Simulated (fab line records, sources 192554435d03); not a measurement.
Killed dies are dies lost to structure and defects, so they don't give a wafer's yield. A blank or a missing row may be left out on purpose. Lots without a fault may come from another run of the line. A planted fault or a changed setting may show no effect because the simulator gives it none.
Chamber matching | flow n5_finfet | N5_BEOL_M8_VIA_ETCH_34 on rie_diel-02: 4 sister chambers
The step etches SiCOH lowk in C4F6/O2, target depth 125.5 nm, time 50.5 s. 4 wafers are shown with their chamber, then 9 later ones without.

WAFERS WITH THEIR CHAMBER
wafer  | chamber | showerhead_plenum_p_Torr (Torr)
L083.5 | 0       | 2.75
L083.6 | 1       | 3.03
L085.4 | 3       | 2.91
L085.5 | 2       | 2.72

WAFERS WITHOUT THEIR CHAMBER
wafer  | showerhead_plenum_p_Torr (Torr)
L087.3 | 2.75
L087.4 | 3.03
L087.6 | 2.91
L089.1 | 2.91
L089.4 | 2.72
L089.6 | 2.72
L092.1 | 3.02
L092.4 | 2.71
L092.5 | 2.71

WHICH CHAMBER EACH WENT THROUGH
wafer  | from the rows above | in truth
L087.3 | 0                   | 0
L087.4 | 1                   | 1
L087.6 | 3                   | 3
L089.1 | 3                   | 3
L089.4 | 2                   | 2
L089.6 | 2                   | 2
L092.1 | 1                   | 1
L092.4 | 2                   | 2
L092.5 | 2                   | 2
Placed correctly: 9 of 9. Can't be placed from these rows: 0. Placed wrongly: 0.
How it was worked out, from the rows above alone: a wafer's distance from a chamber is the root of the sum, over the readings, of the square of ((its reading less the chamber's mean) divided by the reading's scatter). The wafer belongs to the nearest chamber; if the next one is less than 2 further off, it can't be placed. A chamber's mean is the mean of its shown wafers. The scatter: with one shown wafer a chamber, the root of the mean of the squares of how far each hidden wafer lies from its nearest shown one.
